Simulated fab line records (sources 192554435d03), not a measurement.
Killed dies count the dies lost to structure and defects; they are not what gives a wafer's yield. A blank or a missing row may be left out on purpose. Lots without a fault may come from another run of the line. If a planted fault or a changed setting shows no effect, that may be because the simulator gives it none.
A struck lot beside a sound one | flow n5_finfet | 23 steps out of a route of 1938
Sound: the wafers L453.2, L453.3, L453.6. Wafers L440.1, L440.3, L440.5 were the ones struck. The cause is named last.
Each step with rows lists, per side, the tool, then ch with its chambers, then its first start. Under that, the readings that differ: sound wafers | struck wafers | difference of the means | sigmas: that difference in standard deviations of wafers without a fault.
alike: same words and numbers on both sides, and readings whose means sit less than 2 such deviations apart. not compared: any withheld reading, any reading some wafer has no value for, any bound like >300 that may hide the same value, and any number with overlapping values for which the record gives no deviation.
The two part at a step that has a row with sigmas, a row that says differs or no value, or rows on one side only. When numbers do not overlap yet have no deviation, they are printed without sigmas and do not part them. Lack of a reading on every wafer of one side parts them only where that side has two or more wafers.

first, 9 steps without rows for these wafers: N5_BEOL_M6_SOFTBAKE_06 (time 60 s); N5_BEOL_M6_EXPOSE_08 (exposes mask M6); N5_BEOL_M6_PEB_09 (peb time 60 s); N5_BEOL_M6_DEVELOP_10 (develop time 30 s); N5_BEOL_M6_DESCUM_16 (chemistry O2, time 7.9 s); N5_BEOL_M6_ETCH_61 (etches SiARC in CF4, target depth 45.5 nm, time 75.8 s); N5_BEOL_M6_ETCH_62 (etches SOC in N2/H2, target depth 110 nm, overetch 22 nm, time 165 s); N5_BEOL_M6_STRIP_68 (strips in N2/H2); N5_BEOL_M6_STRIP_67 (strips in CF4).
N5_BEOL_M6_HM_OPEN_17: chemistry Cl2/BCl3, target TiN, target depth 20 nm, overetch 6 nm.
  sound on rie_metal-02 ch 0,1, day 14 21:43; struck on rie_metal-02 ch 0,1, day 10 16:32
  alike: drypump_motor_current_A, oes_product_au, throttle_valve_pct
  not compared: rf_hours_counter_h
then, 10 steps without rows for these wafers: N5_BEOL_M6_STRIP_19 (strips in O2); N5_BEOL_M6_COAT_63 (time 60 s, resist thk 60 nm); N5_BEOL_M6_COAT_64 (time 60 s, resist thk 12 nm); N5_BEOL_M6_COAT_71 (time 60 s, resist thk 5 nm); N5_BEOL_M6_COAT_22 (resist thk 30 nm); N5_BEOL_M6_EBR_24; N5_BEOL_M6_SOFTBAKE_23 (time 60 s); N5_BEOL_M6_EXPOSE_25 (exposes mask V5, target cd 40 nm); N5_BEOL_M6_PEB_26 (peb time 60 s); N5_BEOL_M6_DEVELOP_27 (develop time 30 s).
N5_BEOL_M6_INSPECT_30: inspects for defects (brightfield).
  struck on defect_inspect-02, day 10 18:07; sound on defect_inspect-02, day 15 00:08
  reading          | sound       | struck         | difference | sigmas
  raw_defect_count | 473 388 508 | 1706 1781 1797 | +1305      | +15
then, 1 step without rows for these wafers: N5_BEOL_M6_DESCUM_33 (chemistry O2, time 7 s).
-- the record jumps here: 3 days lie between the struck wafers' starts before and after (it left off in module BEOL_M6 and takes up again in module PASSIVATION, whose first step shown is number 1936 of the route) --
N5_PASSIVATION_PROBE_49:
  only the struck wafers here have rows in the record (prober-01, day 14 03:50); the sound ones have none

## WHERE THEY PART
Earliest at N5_BEOL_M6_INSPECT_30; latest, in this record, at N5_PASSIVATION_PROBE_49.

WHY: what had been put in by the simulator
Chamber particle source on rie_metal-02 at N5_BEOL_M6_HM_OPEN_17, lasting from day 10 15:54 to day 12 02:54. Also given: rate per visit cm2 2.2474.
